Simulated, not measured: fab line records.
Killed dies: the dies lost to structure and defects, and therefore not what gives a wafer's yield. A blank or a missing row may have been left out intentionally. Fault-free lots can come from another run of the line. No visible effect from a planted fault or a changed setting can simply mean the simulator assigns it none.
Matching of chambers | flow nand harc | rie diel-07 running NHARC_A_STAIRCASE_DESCUM_11: 4 sister chambers
The step chemistry O2, time 3 s. 16 wafers are shown with their chamber, then 8 later ones without.

== EACH WAFER AND ITS CHAMBER ==
wafer  | chamber | drypump motor current A (A) | showerhead plenum p Torr (Torr) | oes product au (a.u.)
L074.1 | 2       | 6.7                         | 1.95                            | 1.020
L074.3 | 1       | 5.7                         | 1.92                            | 0.995
L074.4 | 3       | 5.3                         | 1.95                            | 0.999
L079.2 | 3       | 5.3                         | 1.95                            | 0.998
L079.3 | 1       | 5.7                         | 1.92                            | 0.999
L079.5 | 3       | 5.4                         | 1.95                            | 1.007
L083.2 | 0       | 6.2                         | 1.86                            | 1.011
L083.4 | 2       | 6.7                         | 1.94                            | 1.008
L083.5 | 3       | 5.4                         | 1.94                            | 0.996
L086.1 | 2       | 6.6                         | 1.94                            | 1.019
L086.4 | 0       | 6.3                         | 1.85                            | 1.014
L086.5 | 2       | 6.7                         | 1.94                            | 1.026
L091.2 | 2       | 6.6                         | 1.94                            | 1.006
L091.5 | 1       | 5.7                         | 1.91                            | 0.993
L091.6 | 0       | 6.3                         | 1.85                            | 1.016
L092.3 | 3       | 5.3                         | 1.93                            | 1.000

SIGNATURES (means of the wafers above)
reading                  | chamber 0 | chamber 1 | chamber 2 | chamber 3 | scatter within a chamber
drypump motor current A  | 6.267     | 5.700     | 6.660     | 5.340     | 0.0506
showerhead plenum p Torr | 1.8533    | 1.9167    | 1.9420    | 1.9440    | 0.00667
oes product au           | 1.01367   | 0.99567   | 1.01580   | 1.00000   | 0.0057
Rule: for each reading, subtract the chamber's mean from the wafer's reading, divide by that reading's scatter and square the result; add these up over the readings and take the root, which gives the wafer's distance from the chamber. The wafer belongs to the nearest chamber; if the next one is less than 2 further off, it can't be placed. The scatter: the root of (the sum of the squares of (reading less its chamber's mean) over the shown wafers, divided by (wafers less chambers)).

== WAFERS WITH NO CHAMBER GIVEN ==
wafer  | drypump motor current A (A) | showerhead plenum p Torr (Torr) | oes product au (a.u.)
L092.5 | 5.7                         | 1.91                            | 0.993
L092.6 | 6.7                         | 1.93                            | 1.016
L094.1 | 6.2                         | 1.84                            | 1.009
L094.2 | 6.7                         | 1.93                            | 1.020
L094.3 | 5.4                         | 1.93                            | 0.998
L093.1 | 6.7                         | 1.93                            | 1.012
L093.2 | 6.3                         | 1.85                            | 0.998
L093.3 | 5.7                         | 1.90                            | 1.001

== EACH ONE'S CHAMBER ==
wafer  | from the rows above | in truth
L092.5 | 1                   | 1
L092.6 | 2                   | 2
L094.1 | 0                   | 0
L094.2 | 2                   | 2
L094.3 | 3                   | 3
L093.1 | 2                   | 2
L093.2 | 0                   | 0
L093.3 | 1                   | 1
Correctly placed: 8 of 8. Number that these rows cannot place: 0. Number placed wrongly: 0.
